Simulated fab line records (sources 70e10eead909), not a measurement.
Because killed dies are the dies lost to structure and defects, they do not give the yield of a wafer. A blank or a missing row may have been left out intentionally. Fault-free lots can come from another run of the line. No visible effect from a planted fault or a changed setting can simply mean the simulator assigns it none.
Problem report in the 8D (eight disciplines) form, filled by code :: flow nand harc :: the parts of the form that need people (team, actions taken, sign-off) are left out

1. PROBLEM STATEMENT
A mean of 96.8 % is read at NHARC_END_SORT_01 for sort_bin_2_pct, taken on 1 wafer of 1 lot, against 1.3 % (standard deviation 0.56) on wafers free of any fault. So: +99 or more standard deviations from the usual mean.
First seen on wafer L349.6, day 23 22:06, on prober-01. The record holds 18 wafers of 6 lots with a number at this step. Rule for "out" (also "out of limits"): further than 4 standard deviations from the usual mean. The other wafers with a number count as sound.

2. WHAT THIS IS AND IS NOT
question: which readings at this step
is: sort_bin_2_pct, defect limited yield, killed at array, killed dies, sort n pass, sort rim yield pct, sort yield pct
is not: killed at other, killed at periphery, killed open, killed short, sort_bin_3_pct, sort_bin_4_pct

question: which lots
is: L349
is not: L336, L340, L342, L345, L348

question: which wafers of those lots
is: L349.6
is not: L349.1, L349.5

question: read on which gauges
is: prober-01
is not: prober-02

question: when
is: from day 23 22:06
is not: up to then (17 sound wafers)

3. SUSPECTS, AND WHAT RULES EACH OUT
Counting: a tool at a process step up to the reading stays a suspect if it ran every lot that is out. Sound lots after the first of them don't rule it out here, since some wafers of a struck lot are sound.
- ruled out: the gauge at NHARC_END_SORT_01. All the wafers that are out were read on prober-01, but those of them that NHARC_A_BONDPAD_ETCH_12 has rows for are out there too, on other tools.
- cmp-03 at NHARC_A_M1_CMP_23 (polishes, t overpolish 20 s, target thk 154.34 nm): kept. L349, the lot that is out, went through it at day 22 05:47; up to then, the latest sound lot through it was L348 at day 20 15:35.
- rie diel-01 at NHARC_A_BONDPAD_ETCH_12 (etches the open film in CHF3/O2, target depth 220 nm, time 110 s): kept. L349, the lot that is out, went through it at day 22 08:29; up to then, the latest sound lot through it was L348 at day 20 18:27. Out on those wafers are its own readings of oes product au, rf fwd power W.
- Within rie diel-01 at NHARC_A_BONDPAD_ETCH_12: the wafers that are out ran in chamber 0; their sound lot-mates ran in chambers 2, 3.
Remaining after the count are cmp-03 at NHARC_A_M1_CMP_23 and rie diel-01 at NHARC_A_BONDPAD_ETCH_12.

4. THE CAUSE (what the simulator had put in)
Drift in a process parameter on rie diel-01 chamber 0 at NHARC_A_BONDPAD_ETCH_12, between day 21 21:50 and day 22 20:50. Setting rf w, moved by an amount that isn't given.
Of the 2 suspects that counting leaves, this tool is one.

5. SEQUENCE OF EFFECTS, ordered by route
One row per reading whose mean, taken over the struck wafers that have a number, lies over 3 standard deviations from the usual. Readings are gone through only where the record gives a usual standard deviation; hours: the median, over the lots, of the time from a lot's start at the first step in this table giving one to that lot's start at this step; sigmas: the change measured in usual standard deviations.
hours: 0
step: NHARC_A_BONDPAD_ETCH_12
reading: oes product au
usual: 0.943 a.u.
on struck wafers: 0.732
change: -0.211
sigmas: -9.6

hours: 0
step: NHARC_A_BONDPAD_ETCH_12
reading: rf fwd power W
usual: 497.1 W
on struck wafers: 297.6
change: -199.5
sigmas: -99 or more

hours: 38
step: NHARC_END_SORT_01
reading: defect limited yield
usual: 95.5 %
on struck wafers: 0.0
change: -95.5
sigmas: -73

hours: 38
step: NHARC_END_SORT_01
reading: killed at array
usual: 27
on struck wafers: 676
change: +649
sigmas: +74

hours: 38
step: NHARC_END_SORT_01
reading: killed dies
usual: 31
on struck wafers: 677
change: +646
sigmas: +73

hours: 38
step: NHARC_END_SORT_01
reading: sort_bin_2_pct
usual: 1.3 %
on struck wafers: 96.8
change: +95.5
sigmas: +99 or more

hours: 38
step: NHARC_END_SORT_01
reading: sort n pass
usual: 646
on struck wafers: 0
change: -646
sigmas: -73

hours: 38
step: NHARC_END_SORT_01
reading: sort rim yield pct
usual: 95.8 %
on struck wafers: 0.0
change: -95.8
sigmas: -35

hours: 38
step: NHARC_END_SORT_01
reading: sort yield pct
usual: 95.5 %
on struck wafers: 0.0
change: -95.5
sigmas: -73
The process steps in it:
- NHARC_A_BONDPAD_ETCH_12: etches the open film in CHF3/O2, target depth 220 nm, time 110 s.

6. WHAT WOULD HAVE CAUGHT IT SOONER
The first out-of-limits reading at a measuring or inspecting step in this record came at day 23 22:06, 48 hours after the fault's start at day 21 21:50.
Tool's own readings at NHARC_A_BONDPAD_ETCH_12, oes product au, rf fwd power W: out on all struck wafers the step has rows for; an alarm limit on them would have tripped on the first.
Lots out: 1; all had begun NHARC_A_BONDPAD_ETCH_12 on rie diel-01 by day 23 22:06. Holding the tool at that point would not have protected any of them.
